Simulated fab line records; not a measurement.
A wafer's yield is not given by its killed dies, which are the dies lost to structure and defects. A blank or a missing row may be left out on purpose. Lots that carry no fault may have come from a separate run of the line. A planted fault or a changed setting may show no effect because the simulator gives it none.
fab line records | flow n5Finfet
[record] lots = 6 wafers = 18 lastDay = 16
route steps=1938 shown BEOL_M1@801 BEOL_M4@1111 PASSIVATION@1936
lots with no fault: from the same line, run without faults
startH: the number of hours between the record's first day and the start of the first shown wafer of the lot | waitH: how many hours have passed since the lot's step before this one | " same as the row above | L1.1+2: one row covering several wafers at once | - no value, or no start given | * or withheld: withheld | < > ~ a bound
route shown NAME@n: a module of which the file shows steps, and the number in the route of the first | usual: mean and standard deviation over wafers with no fault | same: alike in all rows | chamber/n: place in a boat | sites: each site's reading | _std_site: the values' standard deviation | _edge_site: mean of outer sites minus mean of inner sites | radiusMm: how far each site lies from the wafer's centre | mask NAME#n: copy n | behind: the tool/chamber that last shaped the wafer | hold: why the lot was held/for how many hours/how that ended | device: the n, p or np transistor that did not switch | end of line: the tests these same wafers got at the end of their route | step lacking rows: just its recipe | killed: not the wafer's yield, but the dies lost to structure and defects at the first sort | map: dies across one wafer; x = killed, . = not, _ = none there
set.NAME: the setting as run; set.NAME@STEP: as run at that earlier step | model.NAME: the simulator's own value behind a step, which no gauge read
certain route steps with their lots: each step a table, each wafer a row
services: from which hour (startH, from the record's first day; less than 0 if before it) a tool's chamber was out of use, for how many hours, and why
[[steps]]
[step N5_BEOL_M1_ETCH_41]
[recipe] chemistry = CH3F/O2 target = SiCN targetDepthA = 319 taperDeg = 2 timeS = 57.8 ionEnergyEv = 120 maskMaterial = TiN pressureMtorr = 30 sourceW = 395 biasW = 75 Ar_flow_sccm = 150 CH3F_flow_sccm = 30 O2_flow_sccm = 20
[step N5_BEOL_M1_STRIP_97]
[recipe] chemistry = N2/H2 timeS = 10 powerW = 450 tempC = 40 pressureMtorr = 20 rfFrequencyHz = 6e+07 biasPowerW = 7 n2FlowSccm = 200 h2FlowSccm = 200
[usual] drypumpMotorCurrentA = 5.8/0.54 h2FlowSccm = 200.0/0.58 oesProductAu = 0.79/0.066 rfVppV = 59.2/0.81 showerheadPlenumPTorr = 2.54/0.053 tempC = 39.98/0.11 throttleValvePct = 23.6/0.32
[same] timeS = 10
// columns lot.wafer tool chamber startH waitH drypumpMotorCurrentA h2FlowSccm oesProductAu rfHoursCounterH rfVppV showerheadPlenumPTorr tempC throttleValvePct
L463.1 rieDiel-03 1 - - 4.8 199.9 0.96 2 60.1 2.61 39.91 23.3
L463.2 " 0 " " 5.3 199.2 0.85 64 58.4 2.48 39.87 23.7
L463.5 " 2 " " 5.8 200.7 0.71 - 59.3 2.61 39.95 23.5
L465.2 rieDiel-03 0 - - 5.3 200.1 0.84 70 58.9 2.47 39.92 23.7
L465.3 " 1 " " 4.8 200.2 0.92 9 60.5 2.61 40.07 23.3
L465.4 " 2 " " 5.7 200.6 0.70 225 60.4 2.60 39.75 23.5
L467.1 rieDiel-02 3 - - 5.4 199.5 0.76 161 59.3 2.56 40.20 24.2
L467.2 " 0 " " 5.4 200.2 0.86 46 59.1 2.50 39.97 23.3
L467.3 " 2 " " 6.4 200.1 0.72 162 59.7 2.52 40.00 23.5
L469.2 rieDiel-05 2 - - 5.9 200.6 0.82 99 58.0 2.54 39.96 23.1
L469.4 " 3 " " 6.4 200.9 0.84 85 58.5 2.48 39.97 24.1
L469.6 " 0 " " 5.8 199.8 0.72 - 59.3 2.50 40.01 23.8
L477.1 rieDiel-05 0 - - 5.9 200.6 0.71 232 59.6 2.50 40.04 23.8
L477.2 " 3 " " 6.4 199.4 0.82 96 58.2 2.47 39.90 24.2
L477.4 " 1 " " 5.7 199.7 0.72 173 59.1 2.61 39.95 23.3
L478.3 rieDiel-03 1 - - 4.8 199.9 0.87 31 60.1 2.60 40.12 23.4
L478.4 " 2 " " 5.7 199.5 0.69 240 59.6 2.60 39.87 23.5
L478.5 " 2 " " 5.7 200.0 0.70 - 58.3 2.60 40.05 23.5
[step N5_BEOL_M1_OCD_MEAS_38]
[usual] trenchDepthNm = 55.5/1
// columns lot.wafer tool chamber startH waitH trenchDepthNm
L463.1 ocd-02 - 132.61 - 56.2
L463.2 " - " " 55.2
L463.5 " - " " 54.2
L465.2 ocd-02 - 155.10 - 57.4
L465.3 " - " " 56.3
L465.4 " - " " 55.7
L467.1 ocd-01 - 174.76 - 55.1
L467.2 " - " " 56.5
L467.3 " - " " 53.5
L469.2 ocd-02 - 183.93 - 57.3
L469.4 " - " " 56.7
L469.6 " - " " 54.7
L477.1 ocd-02 - 218.18 - 54.1
L477.2 " - " " 56.3
L477.4 " - " " 54.8
L478.3 ocd-01 - 231.56 - 56.4
L478.4 " - " " 53.6
L478.5 " - " " 54.2
[step N5_BEOL_M1_HM_STRIP_39]
[recipe] chemistry = peroxideTinStrip material = TiN targetDepthA = 250 tempC = 50 timeS = 158
[step N5_BEOL_M1_SRD_40]
[recipe] timeS = 30 tempC = 23 rinseLiquid = diw dry = ipaMarangoni
[step N5_BEOL_M1_PRECLEAN_42]
[recipe] chemistry = residueRemover timeS = 60 tempC = 40
[step N5_BEOL_M1_SRD_43]
[recipe] timeS = 30 tempC = 23 rinseLiquid = diw dry = ipaMarangoni
[step N5_BEOL_M1_CD_MEAS_35]
[recipe] targetCdNm = 18 targetCdYNm = 21 polarity = opening
[usual] cdNm = 17.8/0.42
// columns lot.wafer tool chamber startH waitH cdNm
L463.1 cdSem-01 - 132.77 0.0 18.2
L463.2 " - " " 17.9
L463.5 " - " " 18.1
L465.2 cdSem-02 - 155.25 0.0 17.8
L465.3 " - " " 18.4
L465.4 " - " " 18.6
L467.1 cdSem-02 - 174.91 0.0 17.6
L467.2 " - " " 17.8
L467.3 " - " " 16.9
L469.2 cdSem-01 - 184.08 0.0 18.2
L469.4 " - " " 17.2
L469.6 " - " " 17.1
L477.1 cdSem-03 - 218.33 0.0 17.0
L477.2 " - " " 17.9
L477.4 " - " " 17.7
L478.3 cdSem-03 - 231.71 0.0 17.9
L478.4 " - " " 18.2
L478.5 " - " " 18.0
[step N5_BEOL_M1_DEGAS_44]
[recipe] ambient = vacuum tempC = 250 timeS = 60
[step N5_BEOL_M1_PRE_CLEAN_45]
[recipe] gas = H2/He timeS = 30 tempC = 250
[usual] heaterPowerW = 327/16
[same] timeS = 30
// columns lot.wafer tool chamber startH waitH heaterPowerW
L463.1 pvdSputter-03 - 132.89 0.0 327
L463.2 " - " " 338
L463.5 " - " " 349
L465.2 pvdSputter-03 - 155.47 0.0 350
L465.3 " - " " 326
L465.4 " - " " 353
L467.1 pvdSputter-02 - 175.48 0.0 351
L467.2 " - " " 315
L467.3 " - " " 319
L469.2 pvdSputter-02 - 184.65 0.0 319
L469.4 " - " " 318
L469.6 " - " " 315
L477.1 pvdSputter-01 - 218.83 0.0 280
L477.2 " - " " 326
L477.4 " - " " 307
L478.3 pvdSputter-02 - 231.93 0.0 319
L478.4 " - " " 358
L478.5 " - " " 350
[step N5_BEOL_M1_ALD_84]
[recipe] material = TaN targetThkA = * tempC = 275 aldPrecursorFamily = PDMAT aldCoReactant = NH3 pressureTorr = 3 carrierFlowSccm = 1500 pulseTimeS = 2 purgeTimeS = 3 coReactantPurgeTimeS = 2 coReactantPulseTimeS = 3 aldCycles = 30 precursorVesselTempC = 75 precursorVesselPressureTorr = 26.25 precursorVesselCarrierSccm = 1000
[usual] heaterPowerW = 421/42
[same] coReactantPulseTimeS = 3
// columns lot.wafer tool chamber startH waitH heaterPowerW
L463.1 aldMetal-01 2 132.97 0.1 438
L463.2 " 0 " " 401
L463.5 " 2 " " 446
L465.2 aldMetal-04 0 155.53 0.0 466
L465.3 " 3 " " 392
L465.4 " 2 " " 416
L467.1 aldMetal-02 3 175.56 0.1 326
L467.2 " 1 " " 421
L467.3 " 0 " " 363
L469.2 aldMetal-02 0 184.71 0.0 386
L469.4 " 2 " " 438
L469.6 " 3 " " 323
L477.1 aldMetal-04 1 218.89 0.0 460
L477.2 " 0 " " 463
L477.4 " 3 " " 390
L478.3 aldMetal-04 0 232.07 0.1 456
L478.4 " 1 " " 462
L478.5 " 2 " " 430
[step N5_BEOL_M1_SURFACE_TREAT_85]
[recipe] gas = Ar timeS = * ionEnergyEv = * ionCurrentMaCm2 = 0.5 pressureMtorr = * arFlowSccm = 30
[usual] throttleValvePct = *
[same] timeS = *
// columns lot.wafer tool chamber startH waitH throttleValvePct
L463.1 pvdSputter-01 - 133.44 0.4 *
L463.2 " - " " *
L463.5 " - " " *
L465.2 pvdSputter-02 - 155.85 0.2 *
L465.3 " - " " *
L465.4 " - " " *
L467.1 pvdSputter-01 - 175.88 0.2 *
L467.2 " - " " *
L467.3 " - " " *
L469.2 pvdSputter-03 - 184.96 0.1 *
L469.4 " - " " *
L469.6 " - " " *
L477.1 pvdSputter-01 - 219.17 0.2 *
L477.2 " - " " *
L477.4 " - " " *
L478.3 pvdSputter-01 - 232.30 0.1 *
L478.4 " - " " *
L478.5 " - " " *
[step N5_BEOL_M1_CVD_47]
[recipe] material = Co targetThkA = 30 tempC = withheld precursor = CCTBA/H2 pressureTorr = 30 timeS = 223.8
[usual] runLengthS = 246.5/0.35
// columns lot.wafer tool chamber startH waitH runLengthS
L463.1 cvdCo-01 0 133.99 0.5 246.4
L463.2 " 2 " " 245.8
L463.5 " 2 " " 246.0
L465.2 cvdCo-02 0 155.91 0.0 246.5
L465.3 " 2 " " 246.5
L465.4 " 2 " " 246.5
L467.1 cvdCo-01 1 176.09 0.2 246.1
L467.2 " 0 " " 246.4
L467.3 " 2 " " 246.0
L469.2 cvdCo-02 2 185.17 0.2 246.5
L469.4 " 1 " " 247.5
L469.6 " 2 " " 246.6
L477.1 cvdCo-02 0 219.24 0.1 134.9
L477.2 " 2 " " 135.1
L477.4 " 2 " " 246.6
L478.3 cvdCo-02 1 232.42 0.1 135.0
L478.4 " 1 " " 246.8
L478.5 " 0 " " 246.2
[step N5_BEOL_M1_SPUTTER_48]
[recipe] material = Cu targetThkA = 45 tempC = -20 chamberPressurePa = 0.07 powerW = withheld timeS = 8.29
[usual] throttleValvePct = 30.0/1.2
[same] timeS = 8.29
// columns lot.wafer tool chamber startH waitH throttleValvePct
L463.1 pvdSputter-03 - 135.14 1.1 28.3
L463.2 " - " " 29.7
L463.5 " - " " 30.1
L465.2 pvdSputter-01 - 156.07 0.1 29.1
L465.3 " - " " 28.9
L465.4 " - " " 30.6
L467.1 pvdSputter-01 - 176.40 0.2 29.3
L467.2 " - " " 30.7
L467.3 " - " " 31.1
L469.2 pvdSputter-03 - 185.54 0.3 30.3
L469.4 " - " " 28.4
L469.6 " - " " 30.2
L477.1 pvdSputter-03 - 219.41 0.1 30.5
L477.2 " - " " 30.0
L477.4 " - " " 29.6
L478.3 pvdSputter-03 - 232.59 0.1 30.1
L478.4 " - " " 28.3
L478.5 " - " " 30.5
[step N5_BEOL_M4_RC_MEAS_101]
[usual] DIBL_N = 36.0/2.2 DIBL_P = 35.9/2.6 IOFF_N = 0.16/0.038 IOFF_P = 0.21/0.042 ION_N = 675/15 ION_P = 463/10 SS_N = 71.5/0.62 SS_P = 73.2/0.76 VT_N = 250/4.1 VT_P = -251/3.6
// columns lot.wafer tool chamber startH waitH DIBL_N[mV/V] DIBL_P[mV/V] IOFF_N[nA/um] IOFF_P[nA/um] ION_N[uA/um] ION_P[uA/um] SS_N[mV/dec] SS_P[mV/dec] VT_N[mV] VT_P[mV]
L463.1 prober-02 0 168.61 0.0 37.0 39.1 0.19 0.24 697 471 71.8 73.7 245 -251
L463.2 " 0 " " 35.8 36.3 0.15 0.18 670 452 70.9 73.2 254 -252
L463.5 " 0 " " 35.5 36.4 0.15 0.19 664 453 72.0 73.5 251 -254
L465.2 prober-01 0 192.88 0.2 35.1 34.2 0.13 0.18 652 450 72.1 73.2 254 -254
L465.3 " 0 " " 29.7 28.3 0.08 0.12 649 450 70.1 70.8 257 -259
L465.4 " 0 " " 32.0 30.9 0.09 0.14 629 442 71.3 73.2 259 -257
L467.1 prober-01 0 210.74 0.0 40.7 38.3 0.21 0.25 689 463 71.7 73.5 246 -250
L467.2 " 0 " " 36.1 34.8 0.13 0.18 684 470 71.2 72.5 253 -253
L467.3 " 0 " " 35.0 32.6 0.11 0.16 664 460 71.0 72.3 255 -254
L469.2 prober-01 0 219.93 0.2 36.3 36.8 0.15 0.20 664 454 71.2 73.4 252 -253
L469.4 " 0 " " 34.3 34.1 0.11 0.16 645 447 70.9 72.9 254 -255
L469.6 " 0 " " 38.3 38.6 0.19 0.23 676 466 71.9 74.3 251 -250
L477.1 prober-01 0 262.09 0.0 34.9 36.9 0.16 0.23 678 471 70.9 73.9 248 -248
L477.2 " 0 " " 36.0 37.1 0.17 0.23 681 461 71.4 73.7 244 -248
L477.4 " 0 " " 37.8 40.2 0.24 0.28 723 484 72.0 74.1 239 -247
L478.3 prober-02 0 267.24 0.3 37.6 39.1 0.19 0.26 685 472 72.3 73.6 245 -246
L478.4 " 0 " " 40.7 42.4 0.25 0.32 700 477 72.1 74.5 241 -245
L478.5 " 0 " " 37.0 37.4 0.18 0.24 661 457 71.7 73.2 247 -249
[step N5_PASSIVATION_PROBE_49]
[usual] defectLimitedYield = 91.4/1.6 killed_at_M0_to_M3 = 35/10 killed_at_M4_up = 12/4.7 killedAtContacts = 12/5.8 killedAtFrontEnd = 38/12 killedAtOther = 4/3.2 killedDies = 102/18 killedOpen = 68/14 killedShort = 32/8 sort_bin_5_function = 5.1/0.96 sort_bin_6_memory = 3.2/0.77 sort_bin_8_speed = 0.1/0.39 sortNPass = 1078/20 sortYieldPct = 91.3/1.7
[same] grossDies = 1180 killedAtBackSide = 0 sort_bin_4_leakage[%] = 0
// columns lot.wafer tool chamber startH waitH defectLimitedYield[%] killed_at_M0_to_M3 killed_at_M4_up killedAtContacts killedAtFrontEnd killedAtOther killedDies killedOpen killedShort sort_bin_5_function[%] sort_bin_6_memory[%] sort_bin_8_speed[%] sortNPass sortYieldPct[%]
L463.1 prober-02 - 276.19 0.0 93.3 24 15 7 32 1 79 45 32 4.0 2.4 0 1101 93.3
L463.2 prober-02 - 276.24 0.1 93.5 27 8 12 29 1 77 43 34 4.5 1.5 0 1103 93.5
L463.5 prober-02 - 276.39 0.2 95.1 13 13 7 24 1 58 45 13 3.1 1.9 0 1122 95.1
// killed by level:class
L463.1 FIN_SAQP:geometricParticle:short=9 MOL_CONTACT_COAG:geometricParticle:open=5 BEOL_M2:geometricParticle:open=5 BEOL_M4:geometricParticle:open=5 DUMMY_GATE:geometricParticle:open=4 BEOL_M0_SAQP:geometricParticle:open=4 BEOL_M0_SAQP:geometricParticle:short=4 FIN_SAQP:geometricParticle:open=3
L463.2 MOL_CONTACT_COAG:geometricParticle:open=9 BEOL_M0_SAQP:geometricParticle:short=8 BEOL_M3:geometricParticle:open=8 FIN_SAQP:geometricParticle:open=6 FIN_SAQP:geometricParticle:short=5 STARTING-WAFER:geometricParticle:short=5 BEOL_M2:geometricParticle:open=4 STI_FIN_REVEAL:geometricParticle:short=3
L463.5 MOL_CONTACT_COAG:geometricParticle:open=6 BEOL_M2:geometricParticle:open=6 STI_FIN_REVEAL:geometricParticle:open=5 BEOL_M3:geometricParticle:open=5 FIN_SAQP:geometricParticle:short=4 FIN_SAQP:geometricParticle:open=3 ILD0:geometricParticle:open=3 ILD0:geometricParticle:short=2
[[services]]
// columns tool chamber startH hours kind
rieDiel-03 1 109.14 - clean
rieDiel-03 1 109.14 - consumableReplace:focusRing
rieDiel-03 1 109.14 17.6 scheduledDown
rieDiel-03 1 109.14 17.6 ventCycle
cvdCo-01 1 114.80 - clean
cvdCo-01 1 114.80 22.0 scheduledDown
cvdCo-01 1 114.80 22.0 ventCycle
rieDiel-02 3 119.31 7.9 repair
rieDiel-05 - 122.19 0.2 repair
rieDiel-05 3 129.67 16.7 repair
cvdCo-02 - 138.59 6.9 pm
pvdSputter-01 - 150.27 1.8 repair
cvdCo-02 - 150.64 1.2 repair
rieDiel-05 - 159.80 1.1 repair
aldMetal-01 - 178.55 0.7 repair
aldMetal-02 1 187.77 24.8 repair
rieDiel-03 2 189.48 14.7 repair
cvdCo-02 - 198.93 0.9 repair
aldMetal-02 - 230.37 2.8 pm
[[key]]
[firstSign] step = N5_BEOL_M1_CVD_47 reading = runLengthS direction = down sigmas = 99+ usual = * struck = *
effect none on later readings
metAt N5_BEOL_M1_CVD_47
struckWafers L477.1,L477.2,L478.3
onsetBetween 185.17 219.24
[fault] kind = processParameterDrift tool = cvdCo-02 chamber = - onsetH = 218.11 steps = N5_BEOL_M1_CVD_47 channel = timeS offset = * shape = step endH = 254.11 scope = struckWafersOnly actsIn = * stated = *
